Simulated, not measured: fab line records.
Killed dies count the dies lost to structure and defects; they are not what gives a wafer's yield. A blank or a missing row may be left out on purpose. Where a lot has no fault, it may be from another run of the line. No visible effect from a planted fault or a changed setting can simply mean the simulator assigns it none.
Chamber matching    flow n5 finfet    4 sister chambers for N5_HKMG_FIN_STRIP_93 on rie diel-01
The step strips SOC in N2/H2, time 20 s. 4 wafers are shown with their chamber, then 7 later ones without.

== WAFERS, EACH WITH ITS CHAMBER ==
wafer   chamber  showerhead plenum p Torr (Torr)
L087.3  0        3.45
L087.6  1        3.30
L091.1  3        3.43
L091.5  2        3.34

== WAFERS WITH NO CHAMBER GIVEN ==
wafer   showerhead plenum p Torr (Torr)
L091.6  3.29
L092.1  3.34
L092.2  3.29
L092.3  3.45
L094.2  3.43
L094.4  3.45
L094.6  3.34

== WHICH CHAMBER EACH ONE RAN IN ==
wafer   from the rows above  in truth
L091.6  1                    1
L092.1  2                    2
L092.2  1                    1
L092.3  0                    0
L094.2  3                    3
L094.4  0                    0
L094.6  2                    2
7 of 7 placed correctly. Can't be placed from these rows: 0. Number placed wrongly: 0.
How it was worked out, from the rows above alone: a wafer's distance from a chamber is the root of the sum, over the readings, of the square of ((its reading less the chamber's mean) divided by the reading's scatter). If the next closest chamber is less than 2 further off than the closest, the wafer can't be placed; otherwise it belongs to the closest. The mean given for a chamber averages the wafers shown for that chamber. The scatter (one wafer shown for each chamber): square how far every hidden wafer sits from the nearest shown wafer, average those squares and take the square root.
